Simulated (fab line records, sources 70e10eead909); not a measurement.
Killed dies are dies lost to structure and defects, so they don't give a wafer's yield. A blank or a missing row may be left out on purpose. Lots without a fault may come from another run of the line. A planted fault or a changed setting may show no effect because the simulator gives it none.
Which tool did it? | flow nand_harc | 11 lots, 33 wafers sampled, at 6 steps of a route of 1302

WHAT THE GAUGES READ, wafer by wafer
NHARC_A_BLC_CD_MEAS_10: target cd 100 nm.
lot  | measured     | on        | cd_nm (nm)
L111 | day 23 17:46 | cd_sem-02 | 99.2 99.7 98.7
L115 | day 25 02:10 | cd_sem-01 | 99.1 100.1 99.3
L116 | day 25 07:05 | cd_sem-01 | 99.5 99.8 100.0
L121 | day 27 01:14 | cd_sem-01 | 92.2 91.8 92.4
L120 | day 27 03:14 | cd_sem-01 | 92.9 93.0 93.7
L125 | day 28 09:13 | cd_sem-03 | 100.1 99.4 100.4
L124 | day 28 13:51 | cd_sem-01 | 99.3 100.0 100.3
L123 | day 28 14:50 | cd_sem-01 | 99.7 100.2 100.1
L129 | day 30 09:02 | cd_sem-02 | 99.0 99.2 99.6
L131 | day 31 14:55 | cd_sem-01 | 99.9 99.2 99.4
L132 | day 32 03:21 | cd_sem-02 | 100.6 100.0 100.0

NHARC_END_SORT_01.
lot  | measured     | on        | killed_at_array | killed_at_other | killed_at_periphery | killed_dies | killed_open | killed_short
L121 | day 29 07:08 | prober-01 | 49              | 0               | 1                   | 50          | 5           | 0

WHICH TOOL RAN EACH LOT (tool, then ch and the chambers of the sampled wafers, then the start)
lot  | NHARC_A_CONTACT_ETCH_139             | NHARC_A_CONTACT_ETCH_92            | NHARC_A_CONTACT_ETCH_110           | NHARC_A_BLC_PEB_08
L111 | har_cap_etch-03 ch 0,1, day 23 13:46 | rie_diel-12 ch 1,2,3, day 23 14:17 | rie_diel-12 ch 2,3, day 23 15:02   | litho_track-01 ch 0, day 23 17:41
L115 | har_cap_etch-02 ch 1, day 24 22:25   | rie_diel-12 ch 0,1, day 24 23:02   | rie_diel-12 ch 0,1, day 24 23:35   | litho_track-01 ch 0, day 25 02:05
L116 | har_cap_etch-01 ch 0,1, day 25 03:31 | rie_diel-13 ch 1,2, day 25 04:01   | rie_diel-02 ch 0,1,3, day 25 04:32 | litho_track-01 ch 0, day 25 07:00
L121 | har_cap_etch-02 ch 0,1, day 26 21:31 | rie_diel-12 ch 0,1,2, day 26 22:05 | rie_diel-02 ch 0,1,2, day 26 22:35 | litho_track-01 ch 0, day 27 01:09
L120 | har_cap_etch-01 ch 0,1, day 26 23:25 | rie_diel-02 ch 0,1, day 27 00:04   | rie_diel-02 ch 1,3, day 27 00:35   | litho_track-01 ch 0, day 27 03:09
L125 | har_cap_etch-01 ch 1, day 28 05:29   | rie_diel-12 ch 1,3, day 28 06:04   | rie_diel-12 ch 1,2,3, day 28 06:34 | litho_track-06 ch 0, day 28 09:08
L124 | har_cap_etch-03 ch 0,1, day 28 10:11 | rie_diel-12 ch 0,2,3, day 28 10:43 | rie_diel-12 ch 0,3, day 28 11:12   | litho_track-06 ch 0, day 28 13:46
L123 | har_cap_etch-01 ch 0,1, day 28 11:14 | rie_diel-13 ch 1,2,3, day 28 11:42 | rie_diel-12 ch 1,2, day 28 12:17   | litho_track-04 ch 0, day 28 14:44
L129 | har_cap_etch-03 ch 0,1, day 30 04:25 | rie_diel-12 ch 0,1,3, day 30 04:55 | rie_diel-12 ch 0,1,2, day 30 05:38 | litho_track-04 ch 0, day 30 08:58
L131 | har_cap_etch-02 ch 0,1, day 31 11:11 | rie_diel-13 ch 0,1,2, day 31 11:43 | rie_diel-13 ch 1,2,3, day 31 12:17 | litho_track-06 ch 0, day 31 14:50
L132 | har_cap_etch-03 ch 0,1, day 31 23:44 | rie_diel-12 ch 0,1,3, day 32 00:19 | rie_diel-13 ch 1,2, day 32 00:50   | litho_track-04 ch 0, day 32 03:16
- NHARC_A_CONTACT_ETCH_139: etches the open film in C4F8/O2/Ar, time 195 s, target depth 840 nm.
- NHARC_A_CONTACT_ETCH_92: etches the open film in CH3F/O2, target depth 40 nm, time 85.7 s.
- NHARC_A_CONTACT_ETCH_110: etches the open film in CF4/O2, target depth 60 nm, overetch 6 nm, time 33 s.
- NHARC_A_BLC_PEB_08: peb time 65 s.

WHAT THE TOOLS THEMSELVES READ (means of the sampled wafers that have a number; where no wafer has one, the mark that the record gives instead)
NHARC_A_CONTACT_ETCH_139.
lot  | tool            | oes_air_line_au (a.u.)
L111 | har_cap_etch-03 | 0.980
L115 | har_cap_etch-02 | 0.999
L116 | har_cap_etch-01 | 1.009
L121 | har_cap_etch-02 | 0.983
L120 | har_cap_etch-01 | 0.997
L125 | har_cap_etch-01 | 0.992
L124 | har_cap_etch-03 | 0.989
L123 | har_cap_etch-01 | 0.987
L129 | har_cap_etch-03 | 1.001
L131 | har_cap_etch-02 | 0.995
L132 | har_cap_etch-03 | 1.000

NHARC_A_CONTACT_ETCH_92.
lot  | tool        | drypump_motor_current_A (A) | oes_product_au (a.u.) | rf_vpp_V (V) | showerhead_plenum_p_Torr (Torr) | throttle_valve_pct (%)
L111 | rie_diel-12 | 5.70                        | 0.927                 | 245.2        | 2.50                            | 20.668
L115 | rie_diel-12 | 5.36                        | 0.921                 | 244.3        | 2.47                            | 20.662
L116 | rie_diel-13 | 5.83                        | 0.936                 | 243.5        | 2.40                            | 20.662
L121 | rie_diel-12 | 5.56                        | 0.929                 | 244.0        | 2.46                            | 20.661
L120 | rie_diel-02 | 5.53                        | 0.930                 | 243.7        | 2.45                            | 20.657
L125 | rie_diel-12 | 5.68                        | 0.959                 | 244.2        | 2.44                            | 20.671
L124 | rie_diel-12 | 5.71                        | 0.925                 | 242.8        | 2.40                            | 20.667
L123 | rie_diel-13 | 5.88                        | 0.936                 | 244.0        | 2.42                            | 20.670
L129 | rie_diel-12 | 5.54                        | 0.929                 | 243.1        | 2.40                            | 20.656
L131 | rie_diel-13 | 5.88                        | 0.930                 | 243.9        | 2.44                            | 20.660
L132 | rie_diel-12 | 5.51                        | 0.995                 | 243.7        | 2.40                            | 20.658

NHARC_A_CONTACT_ETCH_110.
lot  | tool        | drypump_motor_current_A (A) | oes_product_au (a.u.) | rf_vpp_V (V) | showerhead_plenum_p_Torr (Torr) | throttle_valve_pct (%)
L111 | rie_diel-12 | 5.85                        | 0.995                 | 197.0        | 1.33                            | 13.406
L115 | rie_diel-12 | 5.36                        | 0.993                 | 197.4        | 1.34                            | 13.395
L116 | rie_diel-02 | 5.69                        | 1.000                 | 197.7        | 1.32                            | 13.393
L121 | rie_diel-02 | 5.68                        | 1.008                 | 198.8        | 1.35                            | 13.396
L120 | rie_diel-02 | 5.33                        | 1.007                 | 198.4        | 1.36                            | 13.395
L125 | rie_diel-12 | 5.69                        | 0.995                 | 198.2        | 1.35                            | 13.403
L124 | rie_diel-12 | 5.55                        | 0.998                 | 196.0        | 1.26                            | 13.394
L123 | rie_diel-12 | 5.71                        | 1.002                 | 198.7        | 1.38                            | 13.399
L129 | rie_diel-12 | 5.55                        | 1.014                 | 197.9        | 1.33                            | 13.393
L131 | rie_diel-13 | 5.86                        | 1.009                 | 196.5        | 1.31                            | 13.390
L132 | rie_diel-13 | 5.87                        | 1.006                 | 197.6        | 1.32                            | 13.391

NHARC_A_BLC_PEB_08.
lot  | tool           | heater_power_total_W (W) | plate_temp_C (C)
L111 | litho_track-01 | 156.4                    | 99.84
L115 | litho_track-01 | 156.6                    | 99.97
L116 | litho_track-01 | 156.3                    | 100.01
L121 | litho_track-01 | 152.9                    | 97.90
L120 | litho_track-01 | 152.7                    | 98.04
L125 | litho_track-06 | 156.8                    | 99.99
L124 | litho_track-06 | 156.9                    | 99.96
L123 | litho_track-04 | 156.8                    | 99.99
L129 | litho_track-04 | 156.5                    | 99.91
L131 | litho_track-06 | 156.8                    | 99.87
L132 | litho_track-04 | 156.9                    | 99.98

THE ANSWER, worked out from the rows above alone
Rule: what is usual is taken from the lots themselves. Put in order of their means at a reading, lots are off if they are a third of the lots or fewer, leave a main group of 4 or more, and stand apart from it by a gap of 3 or more times the standard deviation of the main group's means; of several such gaps the widest counts. A main group whose means are all the same, to the digits that the tables above print for the reading, isn't used. A lot without any number at a reading at which 4 lots or more have one is off too. The other lots that the step has rows for count as sound. The gauges are gone through in route order, then the tools' own readings, and for those a lot's mean is taken as printed above. The first step at which some lot is off is used, and at that step the reading that is off furthest; a lot without a number counts as furthest.
Off: L121, L120, at NHARC_A_BLC_CD_MEAS_10 (cd_nm). The main group: mean 99.7 nm, standard deviation 0.33.
A tool fits if, at a process step before that reading, it ran every lot that is off, and no sound lot after the first of them. The gauges at NHARC_A_BLC_CD_MEAS_10 aren't tried: what is off there is off at NHARC_A_BLC_PEB_08 too, on other tools, and a gauge's error can't cause that. Can't be told from this: 2 tools fit, rie_diel-02 at NHARC_A_CONTACT_ETCH_110, litho_track-01 at NHARC_A_BLC_PEB_08.

WHAT THE SIMULATOR HAD PUT IN
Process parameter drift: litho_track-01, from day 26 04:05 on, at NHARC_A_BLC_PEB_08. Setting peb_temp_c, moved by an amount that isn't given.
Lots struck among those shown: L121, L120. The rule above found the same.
